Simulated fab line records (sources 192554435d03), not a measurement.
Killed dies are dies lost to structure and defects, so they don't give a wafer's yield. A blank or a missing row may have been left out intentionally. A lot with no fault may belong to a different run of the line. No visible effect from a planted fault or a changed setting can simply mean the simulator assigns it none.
Split-lot trial + flow n5Finfet + 7 lots, 21 wafers read, on a route of 1938 steps

SPLIT DETAILS
At N5_GATE_CUT_HM_DEP_46 (deposits SiO2 from TEOS/O2, target thk 130 nm, time 26.6 s), the setting timeS was moved away from the recipe's 26.6 s on 8 of the 21 wafers read, by -6.8% to +10.3%. This setting was run at the recipe's value on the other wafers.

FROM THE SPLIT TO THE READING: what the file shows between them, 9 steps
- N5_GATE_CUT_COAT_34: time 60 s, resist thk 60 nm
- N5_GATE_CUT_COAT_35: time 60 s, resist thk 10 nm
- N5_GATE_CUT_STRIP_38: strips in N2/H2
- N5_GATE_CUT_STRIP_39: strips in N2/H2
- N5_GATE_CUT_HM_OPEN_40: chemistry C4F6/O2, target SiO2, target depth 139 nm, time 85.1 s
- N5_GATE_CUT_STRIP_41: strips in CF4
- N5_GATE_CUT_STRIP_42: strips in O2
- N5_GATE_CUT_ALD_22: deposits SiNx, target thk 16 nm, pulse time 1 s, ald cycles 320
- N5_GATE_CUT_CMP_23: polishes, stops on SiO2, t overpolish 23.4 s, target thk 16 nm

THE READING
GC_FILL_THK, in nm, at N5_GATE_CUT_THK_MEAS_24. On this fab line, fault-free wafers typically give 219.9 nm with a standard deviation of 2.3 nm.

| wafer  | tool, chamber at the split | timeS as run, s | against the recipe | GC_FILL_THK, nm | against lot-mates on the recipe |
|--------|----------------------------|-----------------|--------------------|-----------------|---------------------------------|
| L074.2 | pecvd-03, 0                | 26.6            | recipe             | 222.0           | -                               |
| L074.3 | pecvd-03, 1                | 26.6            | recipe             | 219.6           | -                               |
| L074.5 | pecvd-03, 2                | 24.8            | -6.8%              | 213.3           | -7.5                            |
| L080.2 | pecvd-04, 2                | 29.33           | +10.3%             | 234.5           | +12.3                           |
| L080.5 | pecvd-04, 0                | 29.33           | +10.3%             | 232.9           | +10.7                           |
| L080.6 | pecvd-04, 2                | 26.6            | recipe             | 222.2           | -                               |
| L082.1 | pecvd-03, 0                | 26.6            | recipe             | 222.0           | -                               |
| L082.2 | pecvd-03, 2                | 26.6            | recipe             | 219.2           | -                               |
| L082.5 | pecvd-03, 2                | 26.6            | recipe             | 221.6           | -                               |
| L084.1 | pecvd-03, 1                | 26.6            | recipe             | 218.3           | -                               |
| L084.2 | pecvd-03, 2                | 26.6            | recipe             | 218.3           | -                               |
| L084.3 | pecvd-03, 0                | 26.6            | recipe             | 222.0           | -                               |
| L087.1 | pecvd-04, 1                | 26.6            | recipe             | 219.0           | -                               |
| L087.3 | pecvd-04, 2                | 26.6            | recipe             | 220.6           | -                               |
| L087.6 | pecvd-04, 2                | 26.6            | recipe             | 221.3           | -                               |
| L089.1 | pecvd-02, 2                | 29.32           | +10.2%             | 231.6           | +10.9                           |
| L089.4 | pecvd-02, 2                | 26.6            | recipe             | 220.7           | -                               |
| L089.6 | pecvd-02, 1                | 29.32           | +10.2%             | 229.6           | +8.9                            |
| L092.1 | pecvd-02, 1                | 28.87           | +8.5%              | 227.1           | no lot-mate on the recipe       |
| L092.2 | pecvd-02, 2                | 28.87           | +8.5%              | 229.8           | no lot-mate on the recipe       |
| L092.4 | pecvd-02, 1                | 28.87           | +8.5%              | 225.4           | no lot-mate on the recipe       |

THE FIT
A straight line over all 21 wafers: GC_FILL_THK changes by +1.03 nm for each +1% of timeS; r = +0.95; the points scatter about the line by 1.8 nm.
The same after taking each lot's own level away (the mean of its wafers on the recipe; 18 wafers): +1.05 nm for each +1%; r = +0.97; scatter 1.3 nm.
According to that fit, moving timeS by its largest amount changes the reading by 11 nm.
The lots' own levels span 219.53 to 222.20 nm, that is 1.2 times the standard deviation above.
So the lot-to-lot level changes the slope little: the two slopes agree.
Check: for one of the wafers moved furthest among these (+10.3%), held out of the fit, the line's prediction against its lot-mates is +10.3 nm. It came out at +12.3 nm against them.

OTHER SPLITS ON THESE WAFERS
Other splits were also applied to these wafers ahead of the reading. Each is held against what the fit with the lots' levels taken away leaves over:
| other split on the same wafers      | wafers away from the commonest value | r with GC_FILL_THK (lot level and that fit taken away) |
|-------------------------------------|--------------------------------------|--------------------------------------------------------|
| N5_ZERO_LAYER_PECVD_02 timeS        | 6                                    | -0.20                                                  |
| N5_WELL_APT_EXPOSE_05 doseMj        | 8                                    | -0.13                                                  |
| N5_WELL_APT_DEVELOP_07 developTimeS | 4                                    | +0.14                                                  |
| N5_DUMMY_GATE_COAT_09 spinRpm       | 6                                    | +0.08                                                  |
| N5_SD_EPI_N_DESCUM_14 timeS         | 6                                    | +0.28                                                  |
| N5_SDB_ETCH_18 timeS                | 7                                    | +0.16                                                  |
| N5_HKMG_FIN_ETCH_35 biasW           | 5                                    | -0.23                                                  |

THE WHOLE CHAIN: every reading that the file lists as answering this split, in the file's order
| step                    | what it does                                                     | reading                                                                           | change (the file's fit)                | r (the file's) |
|-------------------------|------------------------------------------------------------------|-----------------------------------------------------------------------------------|----------------------------------------|----------------|
| N5_GATE_CUT_HM_DEP_46   | deposits SiO2 from TEOS/O2, target thk 130 nm, time 26.6 s       | SiO2_of_GATE_CUT_HM_DEP_46.thkNm (the simulator's own value, which no gauge read) | +1.08 nm for each +1% of the setting   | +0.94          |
| N5_GATE_CUT_HM_OPEN_40  | chemistry C4F6/O2, target SiO2, target depth 139 nm, time 85.1 s | etch.depthNm (the simulator's own value, which no gauge read)                     | +1.08 nm for each +1% of the setting   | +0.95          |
| N5_GATE_CUT_THK_MEAS_24 |                                                                  | GC_FILL_THK                                                                       | +1.05 for each +1% of the setting      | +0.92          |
| N5_GATE_CUT_CMP_43      | polishes SiO2                                                    | SiO2_of_GATE_CUT_HM_DEP_46.thkNm (the simulator's own value, which no gauge read) | +0.0547 nm for each +1% of the setting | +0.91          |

THE FILE'S OWN FIT
GC_FILL_THK changes by +1.05 nm for each +1% of timeS, r = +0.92.
